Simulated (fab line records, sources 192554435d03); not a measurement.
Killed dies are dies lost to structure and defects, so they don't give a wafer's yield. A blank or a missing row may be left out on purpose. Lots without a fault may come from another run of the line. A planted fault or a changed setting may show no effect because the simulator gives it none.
Split-lot experiment | flow n5_finfet | 7 lots, 21 wafers read, on a route of 1938 steps

THE SPLIT
At N5_SDB_STRIP_22 (strips in N2/H2), the setting power_w was moved away from the recipe's 1000 W on 7 of the 21 wafers read, by -13.4% to +17.2%. The other wafers ran this setting at the recipe's value.

The reading is taken at the split's own step.

THE READING
oes_product_au, in a.u., at N5_SDB_STRIP_22 (strips in N2/H2). Fault-free wafers of this fab line usually give 0.714 a.u., standard deviation 0.0045 a.u..

wafer  | tool, chamber at the split | power_w as run, W | against the recipe | oes_product_au, a.u. | against lot-mates on the recipe
L075.1 | plasma_asher-02, 0         | 1000              | recipe             | 0.723                | -
L075.2 | plasma_asher-02, 1         | 1000              | recipe             | 0.706                | -
L075.5 | plasma_asher-02, 1         | 865.9             | -13.4%             | 0.687                | -0.027
L078.1 | plasma_asher-02, 0         | 1000              | recipe             | 0.712                | -
L078.2 | plasma_asher-02, 1         | 1000              | recipe             | 0.716                | -
L078.5 | plasma_asher-02, 0         | 1000              | recipe             | 0.716                | -
L079.2 | plasma_asher-01, 0         | 1000              | recipe             | 0.710                | -
L079.3 | plasma_asher-01, 1         | 1172              | +17.2%             | 0.751                | +0.038
L079.4 | plasma_asher-01, 0         | 1000              | recipe             | 0.716                | -
L085.1 | plasma_asher-01, 1         | 886.8             | -11.3%             | 0.682                | -0.031
L085.5 | plasma_asher-01, 0         | 1000              | recipe             | 0.717                | -
L085.6 | plasma_asher-01, 1         | 1000              | recipe             | 0.710                | -
L090.2 | plasma_asher-01, 1         | 1132              | +13.2%             | 0.740                | +0.024
L090.5 | plasma_asher-01, 0         | 1000              | recipe             | 0.717                | -
L090.6 | plasma_asher-01, 1         | 1000              | recipe             | 0.716                | -
L096.1 | plasma_asher-01, 1         | 1000              | recipe             | 0.711                | -
L096.4 | plasma_asher-01, 1         | 904.8             | -9.5%              | 0.697                | -0.014
L096.6 | plasma_asher-01, 1         | 904.8             | -9.5%              | 0.689                | -0.022
L097.1 | plasma_asher-02, 1         | 1000              | recipe             | 0.717                | -
L097.2 | plasma_asher-02, 0         | 1000              | recipe             | 0.709                | -
L097.4 | plasma_asher-02, 1         | 1119              | +11.9%             | 0.730                | +0.017

THE FIT
A straight line over all 21 wafers: oes_product_au changes by +0.00208 a.u. for each +1% of power_w; r = +0.96; the points scatter about the line by 0.0047 a.u..
The same after taking each lot's own level away (the mean of its wafers on the recipe; 21 wafers): +0.00203 a.u. for each +1%; r = +0.96; scatter 0.0046 a.u..
On that fit, the largest move of power_w shifts the reading by 0.035 a.u..
The lots' own levels span 0.7110 to 0.7165 a.u., that is 1.2 times the standard deviation above.
So the lot-to-lot level changes the slope little: the two slopes agree.
Check: with one of the wafers moved furthest among these (+17.2%) left out of the fit, the line predicts +0.0325 a.u. for it against its lot-mates. It came out at +0.038 a.u. against them.
Tool readings at the split's step, against how far the setting was moved: oes_product_au r = +0.96; strip_time_to_endpoint_s r = -0.99.

OTHER SPLITS ON THESE WAFERS
These wafers also went through other splits before the reading. Each is held against what the fit with the lots' levels taken away leaves over:
other split on the same wafers  | wafers away from the commonest value | r with oes_product_au (lot level and that fit taken away)
N5_ZERO_LAYER_COAT_05 spin_rpm  | 7                                    | -0.19
N5_ZERO_LAYER_EXPOSE_08 dose_mj | 9                                    | -0.24
N5_WELL_APT_COAT_02 spin_rpm    | 7                                    | +0.21
N5_WELL_APT_EXPOSE_05 dose_mj   | 7                                    | +0.19
N5_FIN_SAQP_ETCH_65 time_s      | 8                                    | -0.33
N5_DUMMY_GATE_COAT_28 spin_rpm  | 6                                    | +0.09
N5_SD_EPI_P_COAT_34 spin_rpm    | 6                                    | -0.26
N5_SD_EPI_P_COAT_35 spin_rpm    | 6                                    | +0.22

THE WHOLE CHAIN: every reading that the file lists as answering this split, in the file's order
step            | what it does    | reading                  | change (the file's fit)                   | r (the file's)
N5_SDB_STRIP_22 | strips in N2/H2 | oes_product_au           | +0.00207 a.u. for each +1% of the setting | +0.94
N5_SDB_STRIP_22 | strips in N2/H2 | strip_time_to_endpoint_s | withheld for each +1% of the setting      | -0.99

THE FILE'S OWN FIT
oes_product_au changes by +0.00207 a.u. for each +1% of power_w, r = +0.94.
